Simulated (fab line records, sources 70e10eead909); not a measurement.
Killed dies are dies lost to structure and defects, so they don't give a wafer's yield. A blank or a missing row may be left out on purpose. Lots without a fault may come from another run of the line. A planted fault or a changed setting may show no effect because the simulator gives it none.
Chamber matching | flow nand_harc | NHARC_P_M0_PRE_CLEAN_31 on pecvd-04: 3 sister chambers
The step time 12 s. 3 wafers are shown with their chamber, then 7 later ones without.

WAFERS WITH THEIR CHAMBER
wafer  | chamber | heater_power_w (W)
L623.2 | 1       | 617
L624.1 | 0       | 669
L624.4 | 2       | 698

WAFERS WITHOUT THEIR CHAMBER
wafer  | heater_power_w (W)
L624.6 | 739
L625.1 | 620
L625.3 | 643
L625.4 | 785
L637.2 | 739
L637.4 | 704
L637.6 | 654

WHICH CHAMBER EACH WENT THROUGH
wafer  | from the rows above          | in truth
L624.6 | can't be placed: 2 or 0 or 1 | 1
L625.1 | can't be placed: 1 or 0 or 2 | 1
L625.3 | can't be placed: 0 or 1 or 2 | 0
L625.4 | can't be placed: 2 or 0 or 1 | 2
L637.2 | can't be placed: 2 or 0 or 1 | 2
L637.4 | can't be placed: 2 or 0 or 1 | 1
L637.6 | can't be placed: 0 or 1 or 2 | 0
Placed correctly: 0 of 7. Can't be placed from these rows: 7 (the true chamber is among the candidates in 7). Placed wrongly: 0.
How it was worked out, from the rows above alone: a wafer's distance from a chamber is the root of the sum, over the readings, of the square of ((its reading less the chamber's mean) divided by the reading's scatter). The wafer belongs to the nearest chamber; if the next one is less than 2 further off, it can't be placed. A chamber's mean is the mean of its shown wafers. The scatter: with one shown wafer a chamber, the root of the mean of the squares of how far each hidden wafer lies from its nearest shown one.
